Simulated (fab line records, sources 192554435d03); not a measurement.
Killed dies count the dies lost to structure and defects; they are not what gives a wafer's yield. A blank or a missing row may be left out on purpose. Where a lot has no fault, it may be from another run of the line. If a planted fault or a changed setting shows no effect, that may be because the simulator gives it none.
Problem report in the 8D (eight disciplines) form, filled by code + flow n5-finfet + the parts of the form that need people (team, actions taken, sign-off) are left out

1. WHAT WENT WRONG
N5_BEOL_M4_ETCH_70, rf-fwd-power-W: mean 1034.7 W over 1 wafer from 1 lot; wafers with no fault: 836.2 W, standard deviation 2.8. Relative to the usual mean, that is a shift of +71 standard deviations.
The step: etches SOC in N2/H2, target depth 80 nm, overetch 24 nm, time 130 s.
The first sign was on wafer L894.6 at day 10 10:05, on rie-diel-03. At this step, 25 wafers from 10 lots have a number in the record. The rule behind "out" and "out of limits": a value lying over 4 standard deviations away from the usual mean. The other wafers with a number count as sound.

2. WHAT IT IS; WHAT IT IS NOT
| question                    | is                       | is not                                                                                        |
|-----------------------------|--------------------------|-----------------------------------------------------------------------------------------------|
| which readings at this step | rf-fwd-power-W, rf-vpp-V | drypump-motor-current-A, oes-product-au, showerhead-plenum-p-Torr, temp-c, throttle-valve-pct |
| which lots                  | L894                     | L885, L886, L887, L891, L902, L903, L906, L907, L908                                          |
| which wafers of those lots  | L894.6                   | L894.4, L894.5                                                                                |
| read on which tools         | rie-diel-03              | rie-diel-02, rie-diel-06                                                                      |
| when                        | from day 10 10:05        | up to then (12 sound wafers); but 12 sound wafers of L902, L903, L906, L907, L908 came after  |

3. SUSPECTS, AND WHAT RULES EACH OUT
Counting: if a tool at a process step up to the reading ran every lot that is out, it stays a suspect. Sound lots after the first of them don't rule it out here, since some wafers of a struck lot are sound.
- rie-diel-03 at N5_BEOL_M4_ETCH_70 (etches SOC in N2/H2, target depth 80 nm, overetch 24 nm, time 130 s): kept. L894, the lot that is out, went through it at day 10 10:05; up to then, the latest sound lot through it was L886 at day 7 19:25. On those wafers its own readings are out: rf-fwd-power-W, rf-vpp-V.
- In rie-diel-03 at N5_BEOL_M4_ETCH_70, the wafers that are out were processed in chamber 1 and their sound lot-mates in chambers 2, 3.
Left after counting: rie-diel-03 at N5_BEOL_M4_ETCH_70.

4. THE CAUSE (what the simulator had put in)
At N5_BEOL_M4_ETCH_70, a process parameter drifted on rie-diel-03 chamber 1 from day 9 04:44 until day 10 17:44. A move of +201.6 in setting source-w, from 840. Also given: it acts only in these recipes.
Only this tool survived the counting.

5. SEQUENCE OF EFFECTS, ordered by route
Rows list readings where the struck wafers' mean (over those with a number) sits beyond 3 standard deviations from the usual. Only readings for which the record gives a usual standard deviation are gone through. hours: the time from each lot's start at the first step in this table that gives one to its start at this step, as a median over the lots. sigmas: the change in usual standard deviations.
| hours | step               | reading        | usual   | on struck wafers | change | sigmas |
|-------|--------------------|----------------|---------|------------------|--------|--------|
| 0     | N5_BEOL_M4_ETCH_70 | rf-fwd-power-W | 836.2 W | 1034.7           | +198.5 | +71    |
| 0     | N5_BEOL_M4_ETCH_70 | rf-vpp-V       | 525.0 V | 491.3            | -33.7  | -14    |
Here are the process steps it includes:
- N5_BEOL_M4_ETCH_70: etches SOC in N2/H2, target depth 80 nm, overetch 24 nm, time 130 s.
At these later measuring or inspecting steps, every struck wafer for which the step has a row has a number for every such reading, and none has moved that far: N5_BEOL_M4_RC_MEAS_101.

6. WHAT WOULD HAVE CAUGHT IT SOONER
29 hours passed between the start of the fault at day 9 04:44 and the first reading out of limits in this record, taken at day 10 10:05.
